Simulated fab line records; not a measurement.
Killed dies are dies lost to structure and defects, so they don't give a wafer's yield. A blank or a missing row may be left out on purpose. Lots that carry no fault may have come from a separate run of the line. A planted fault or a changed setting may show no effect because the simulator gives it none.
Which tool was responsible? | flow n5 finfet | Sampling: 11 lots, 31 wafers, 5 of 1938 route steps

== WHAT EACH GAUGE READ, for each wafer ==
N5_BEOL_M2_RS_MEAS_58: a four-point-probe measurement.
lot  | measured     | on            | M2_RS (ohm/sq)
L858 | day 7 10:35  | film metro-02 | 0.65 0.63 0.65
L860 | day 8 01:23  | film metro-01 | 0.60 0.67 0.62
L859 | day 8 05:50  | film metro-01 | 0.65 0.62 0.59
L862 | day 8 08:49  | film metro-02 | 0.63 0.72 0.65
L863 | day 8 15:55  | film metro-02 | 0.67 0.64
L876 | day 11 20:00 | film metro-01 | 0.64 0.63 0.67
L877 | day 11 21:24 | film metro-01 | 0.60 0.65
L881 | day 13 01:08 | film metro-02 | 0.67 0.73 0.73
L878 | day 13 02:17 | film metro-02 | 0.63 0.64 0.67
L880 | day 13 04:58 | film metro-01 | 0.63 0.71 0.65
L879 | day 13 08:59 | film metro-01 | 0.62 0.69 0.64

N5_BEOL_M4_RC_MEAS_101.
lot  | measured     | on        | DIBL_N (mV/V)  | DIBL_P (mV/V)  | IOFF_N (nA/um) | IOFF_P (nA/um) | ION_N (uA/um) | ION_P (uA/um) | SS_N (mV/dec)  | SS_P (mV/dec)  | VT_N (mV)   | VT_P (mV)
L858 | day 8 08:59  | prober-01 | 34.5 37.9 41.6 | 35.8 39.5 44.6 | 0.14 0.19 0.29 | 0.18 0.24 0.33 | 677 684 692   | 468 463 466   | 71.0 72.8 73.9 | 73.3 74.0 74.8 | 251 251 246 | -254 -250 -247
L860 | day 8 23:42  | prober-02 | 36.1 35.9 37.1 | 37.0 36.4 37.0 | 0.16 0.14 0.16 | 0.18 0.17 0.17 | 697 662 690   | 466 446 459   | 71.5 71.6 71.8 | 73.2 73.2 74.1 | 248 254 251 | -254 -255 -257
L859 | day 9 03:24  | prober-02 | 34.3 34.4 35.2 | 34.6 35.3 35.6 | 0.15 0.14 0.15 | 0.21 0.21 0.21 | 681 678 685   | 469 467 469   | 71.6 70.9 71.4 | 72.6 72.8 73.2 | 248 251 251 | -249 -253 -249
L862 | day 9 05:26  | prober-01 | 35.0 36.3 37.1 | 34.6 36.8 37.3 | 0.14 0.15 0.18 | 0.17 0.19 0.20 | 680 682 694   | 466 467 468   | 70.4 71.4 71.7 | 72.9 72.9 72.9 | 250 250 247 | -253 -254 -253
L863 | day 10 06:31 | prober-02 | 33.7 36.4      | 34.1 36.0      | 0.11 0.16      | 0.17 0.21      | 662 685       | 461 469       | 71.0 72.4      | 73.3 74.1      | 254 253     | -252 -250
L876 | day 13 04:05 | prober-01 | 36.0 36.9 35.1 | 36.6 37.5 34.9 | 0.15 0.18 0.14 | 0.22 0.25 0.19 | 670 671 660   | 467 460 451   | 71.3 71.8 71.2 | 73.3 74.7 73.2 | 248 247 249 | -248 -247 -253
L877 | day 13 12:34 | prober-02 | 33.9 32.4      | 34.0 32.2      | 0.12 0.11      | 0.17 0.16      | 663 675       | 449 465       | 71.5 70.7      | 72.6 71.9      | 252 252     | -251 -254
L881 | day 13 21:44 | prober-02 | 36.5 39.4 36.1 | 37.1 40.4 36.5 | 0.14 0.18 0.13 | 0.20 0.25 0.18 | 683 673 667   | 469 464 456   | 71.2 71.8 71.5 | 73.3 74.1 72.9 | 255 252 253 | -253 -251 -253
L878 | day 14 00:41 | prober-02 | 38.8 36.5 39.8 | 37.9 35.2 39.3 | 0.20 0.15 0.24 | 0.24 0.21 0.28 | 690 664 703   | 475 454 470   | 71.3 70.6 71.8 | 74.6 73.6 74.4 | 244 251 244 | -248 -248 -248
L880 | day 14 00:39 | prober-01 | 31.9 35.5 32.5 | 32.4 36.8 32.3 | 0.11 0.16 0.11 | 0.16 0.20 0.15 | 661 670 652   | 461 451 453   | 70.0 71.8 70.7 | 73.0 73.0 71.9 | 254 248 254 | -252 -249 -255
L879 | day 14 22:46 | prober-01 | 36.3 38.8 40.2 | 36.2 39.3 40.5 | 0.13 0.18 0.20 | 0.19 0.23 0.26 | 660 690 685   | 460 476 469   | 71.8 71.4 72.3 | 73.1 73.8 73.9 | 254 248 248 | -255 -250 -250

== WHICH TOOL RAN EACH LOT (tool, then ch and the chambers of the sampled wafers, then the start) ==
lot  | N5_BEOL_M2_ANNEAL_51             | N5_BEOL_M2_CO_CAP_55             | N5_BEOL_M2_DEP_57
L858 | rtp anneal-02 ch 0, day 7 09:49  | cvd co-02 ch 0,1,2, day 7 10:25  | pecvd-04 ch 0,1,2, day 7 10:31
L860 | rtp anneal-02 ch 0, day 8 00:22  | cvd co-01 ch 0,1,2, day 8 01:12  | pecvd-03 ch 0,1,2, day 8 01:19
L859 | rtp anneal-01 ch 0, day 8 05:05  | cvd co-02 ch 0,2, day 8 05:40    | pecvd-04 ch 1,2, day 8 05:46
L862 | rtp anneal-01 ch 0, day 8 07:57  | cvd co-01 ch 1,2, day 8 08:37    | pecvd-04 ch 0,1,2, day 8 08:44
L863 | rtp anneal-02 ch 0, day 8 15:07  | cvd co-01 ch 0,1, day 8 15:44    | pecvd-04 ch 0,2, day 8 15:52
L876 | rtp anneal-02 ch 0, day 11 19:09 | cvd co-01 ch 0,1,2, day 11 19:49 | pecvd-03 ch 0,1,2, day 11 19:56
L877 | rtp anneal-02 ch 0, day 11 20:35 | cvd co-01 ch 1,2, day 11 21:13   | pecvd-01 ch 0,1, day 11 21:20
L881 | rtp anneal-01 ch 0, day 13 00:19 | cvd co-01 ch 0,1, day 13 00:56   | pecvd-01 ch 0,1, day 13 01:04
L878 | rtp anneal-01 ch 0, day 13 01:26 | cvd co-02 ch 1,2, day 13 02:06   | pecvd-04 ch 0,1,2, day 13 02:13
L880 | rtp anneal-02 ch 0, day 13 04:07 | cvd co-01 ch 0,1,2, day 13 04:47 | pecvd-01 ch 0,1,2, day 13 04:54
L879 | rtp anneal-01 ch 0, day 13 08:06 | cvd co-02 ch 1,2, day 13 08:46   | pecvd-03 ch 1,2, day 13 08:54
- N5_BEOL_M2_ANNEAL_51: time 90 s.
- N5_BEOL_M2_CO_CAP_55: material Co, precursor CCTBA/H2, target thk 2 nm, time 102.1 s.
- N5_BEOL_M2_DEP_57: deposits SiCN from 3MS/NH3, target thk 8 nm, time 14 s.

== AS READ BY THE TOOLS THEMSELVES (means over the sampled wafers that have a number; for cases with no such wafer, the mark the record gives instead) ==
N5_BEOL_M2_ANNEAL_51.
lot  | tool          | wafer_temp_C_max
L858 | rtp anneal-02 | 226.1
L860 | rtp anneal-02 | 226.2
L859 | rtp anneal-01 | 226.9
L862 | rtp anneal-01 | 226.9
L863 | rtp anneal-02 | 226.1
L876 | rtp anneal-02 | 226.3
L877 | rtp anneal-02 | 226.1
L881 | rtp anneal-01 | 226.7
L878 | rtp anneal-01 | 226.4
L880 | rtp anneal-02 | 226.1
L879 | rtp anneal-01 | 226.4

N5_BEOL_M2_CO_CAP_55.
lot  | tool      | heater power w (W) | run length s (s) | susceptor temp C (C)
L858 | cvd co-02 | 252                | 125.2            | 199.87
L860 | cvd co-01 | 239                | 124.9            | 199.97
L859 | cvd co-02 | 232                | 125.1            | 199.96
L862 | cvd co-01 | 234                | 105.8            | 200.07
L863 | cvd co-01 | 246                | 95.8             | 200.05
L876 | cvd co-01 | 238                | 125.2            | 200.07
L877 | cvd co-01 | 236                | 125.0            | 200.11
L881 | cvd co-01 | 242                | 125.6            | 199.96
L878 | cvd co-02 | 268                | 124.9            | 200.00
L880 | cvd co-01 | 240                | 125.4            | 199.77
L879 | cvd co-02 | 265                | 125.0            | 199.89

N5_BEOL_M2_DEP_57.
lot  | tool     | showerhead plenum p Torr (Torr) | throttle valve pct (%)
L858 | pecvd-04 | 3.657                           | 8.7
L860 | pecvd-03 | 3.654                           | 9.4
L859 | pecvd-04 | 3.655                           | 8.8
L862 | pecvd-04 | 3.657                           | 8.7
L863 | pecvd-04 | 3.656                           | 8.8
L876 | pecvd-03 | 3.660                           | 9.5
L877 | pecvd-01 | 3.656                           | 10.4
L881 | pecvd-01 | 3.658                           | 10.2
L878 | pecvd-04 | 3.659                           | 8.7
L880 | pecvd-01 | 3.652                           | 9.7
L879 | pecvd-03 | 3.661                           | 9.5

== THE ANSWER, worked out from the rows above alone ==
Rule: the usual values come from the lots themselves. Put in order of their means at a reading, lots are off if they are a third of the lots or fewer, leave a main group of 4 or more, and stand apart from it by a gap of 3 or more times the standard deviation of the main group's means; of several such gaps the widest counts. If all means in a main group match to the digits the tables above print for the reading, that group is not used. A lot without any number at a reading at which 4 lots or more have one is off too. All remaining lots with rows at the step are treated as sound. After the gauges, taken in route order, come the tools' own readings; for these a lot's mean is taken, as printed above. At the first step where some lot is off, the reading lying furthest off is the one used; lots without a number count as furthest.
Off: L862, L863 (N5_BEOL_M2_CO_CAP_55, run length s). For the main group the mean is 125.1 s and the standard deviation 0.22.
If a tool, at that step or one of the process steps before it, ran each lot that is off and ran no sound lot following the first of them, it fits. Not one of the candidates tried fits.

== WHAT THE SIMULATOR PUT IN ==
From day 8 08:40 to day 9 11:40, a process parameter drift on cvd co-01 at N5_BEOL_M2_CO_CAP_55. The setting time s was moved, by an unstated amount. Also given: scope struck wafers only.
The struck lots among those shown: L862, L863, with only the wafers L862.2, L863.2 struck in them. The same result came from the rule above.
